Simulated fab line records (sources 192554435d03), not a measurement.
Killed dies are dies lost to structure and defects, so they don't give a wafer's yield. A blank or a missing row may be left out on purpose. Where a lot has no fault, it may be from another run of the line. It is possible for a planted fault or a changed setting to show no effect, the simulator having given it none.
Split-lot trial ; flow n5-finfet ; 39 wafers read from 7 lots, route of 1938 steps

THE SPLIT
At N5_BEOL_M9_VIA_ETCH_34 (etches SiCOH lowk in C4F6/O2, target depth 182.4 nm, time 68.4 s), the setting target-depth-a was moved away from the recipe's 1824 angstrom on 15 of the 39 wafers read, by -39.0% to +36.8%. This setting was run at the recipe's value on the other wafers.

The reading comes from the split's own step.

THE READING
SOC_of_BEOL_M9_COAT_63.thk-nm (the simulator's own value, which no gauge read), in nm, at N5_BEOL_M9_VIA_ETCH_34 (etches SiCOH lowk in C4F6/O2, target depth 182.4 nm, time 68.4 s). There is no usual value for it anywhere in the file. Average 51.1 nm, standard deviation 0.21 nm, over the 24 wafers here run with the recipe.

wafer;tool, chamber at the split;target-depth-a as run, angstrom;against the recipe;SOC_of_BEOL_M9_COAT_63.thk-nm, nm;against lot-mates on the recipe
L074.1;rie-diel-06, 1;2495;+36.8%;48.2;-2.9
L074.2;rie-diel-06, 0;2495;+36.8%;47.8;-3.3
L074.3;rie-diel-06, 3;1824;recipe;50.8;-
L074.4;rie-diel-06, 2;1824;recipe;51.2;-
L074.5;rie-diel-06, 1;1824;recipe;51.2;-
L074.6;rie-diel-06, 2;2495;+36.8%;48;-3.1
L075.1;rie-diel-03, 3;1182;-35.2%;54.4;+3.1
L075.2;rie-diel-03, 1;1182;-35.2%;54;+2.7
L075.3;rie-diel-03, 0;1824;recipe;51.2;-
L075.4;rie-diel-03, 2;1824;recipe;51.2;-
L075.5;rie-diel-03, 0;1824;recipe;51.4;-
L075.6;rie-diel-03, 3;1182;-35.2%;54.4;+3.1
L078.1;rie-diel-06, 0;1824;recipe;50.8;-
L078.2;rie-diel-06, 2;1112;-39.0%;54.4;+3.4
L078.3;rie-diel-06, 1;1112;-39.0%;54.4;+3.4
L078.4;rie-diel-06, 3;1112;-39.0%;54.2;+3.2
L078.5;rie-diel-06, 2;1824;recipe;51.2;-
L078.6;rie-diel-06, 1;1824;recipe;51;-
L082.1;rie-diel-03, 1;1824;recipe;50.8;-
L082.2;rie-diel-03, 0;1824;recipe;51;-
L082.3;rie-diel-03, 3;1824;recipe;51.2;-
L082.4;rie-diel-03, 3;1824;recipe;51;-
L082.5;rie-diel-03, 0;1824;recipe;51.2;-
L082.6;rie-diel-03, 1;1824;recipe;51;-
L084.2;rie-diel-06, 0;1824;recipe;50.6;-
L084.3;rie-diel-06, 1;1824;recipe;51.2;-
L084.5;rie-diel-06, 1;1824;recipe;51;-
L087.1;rie-diel-05, 2;2440;+33.8%;47.2;-3.9
L087.2;rie-diel-05, 0;1824;recipe;51;-
L087.3;rie-diel-05, 1;2440;+33.8%;47.8;-3.3
L087.4;rie-diel-05, 3;1824;recipe;51;-
L087.5;rie-diel-05, 0;2440;+33.8%;47.6;-3.5
L087.6;rie-diel-05, 3;1824;recipe;51.2;-
L089.1;rie-diel-05, 0;1824;recipe;51.4;-
L089.2;rie-diel-05, 3;1127;-38.2%;55.2;+3.8
L089.3;rie-diel-05, 1;1127;-38.2%;54.8;+3.4
L089.4;rie-diel-05, 2;1127;-38.2%;54.6;+3.2
L089.5;rie-diel-05, 1;1824;recipe;51.4;-
L089.6;rie-diel-05, 0;1824;recipe;51.4;-

FIT RESULTS
A straight line over all 39 wafers: SOC_of_BEOL_M9_COAT_63.thk-nm changes by -0.0919 nm for each +1% of target-depth-a; r = -0.99; the points scatter about the line by 0.29 nm.
The same after taking each lot's own level away (the mean of its wafers on the recipe; 39 wafers): -0.0896 nm for each +1%; r = -0.99; scatter 0.24 nm.
The reading moves by 3.5 nm for the largest change in target-depth-a, on that fit.
From 50.93 to 51.40 nm: that is the span of the lots' own levels, equal to 2.2 times the standard deviation above.
Hence the lot-to-lot level has little effect on the slope; both slopes agree.
Check: with one of the wafers moved furthest among these (-39.0%) left out of the fit, the line predicts +3.46 nm for it against its lot-mates. Against them it came out at +3.4 nm.

THE OTHER SPLITS THESE WAFERS WENT THROUGH
Before the reading, these wafers also passed through other splits. Each is held against what the fit with the lots' levels taken away leaves over:
other split on the same wafers;wafers away from the commonest value;r with SOC_of_BEOL_M9_COAT_63.thk-nm (lot level and that fit taken away)
N5_BEOL_M4_ILD_DEP_00 time-s;15;-0.04
N5_BEOL_M6_ETCH_62 time-s;15;-0.12
N5_BEOL_M9_ILD_DEP_00 target-thk-a;15;-0.24

THE WHOLE CHAIN: every reading that the file lists as answering this split, in the file's order
step;what it does;reading;change (the file's fit);r (the file's)
N5_BEOL_M9_VIA_ETCH_34;etches SiCOH lowk in C4F6/O2, target depth 182.4 nm, time 68.4 s;etch.depth-nm (the simulator's own value, which no gauge read);+1.83 nm for each +1% of the setting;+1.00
N5_BEOL_M9_VIA_ETCH_34;etches SiCOH lowk in C4F6/O2, target depth 182.4 nm, time 68.4 s;SOC_of_BEOL_M9_COAT_63.thk-nm (the simulator's own value, which no gauge read);-0.0894 nm for each +1% of the setting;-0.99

FILE'S OWN FIT
SOC_of_BEOL_M9_COAT_63.thk-nm changes by -0.0894 nm for each +1% of target-depth-a, r = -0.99.
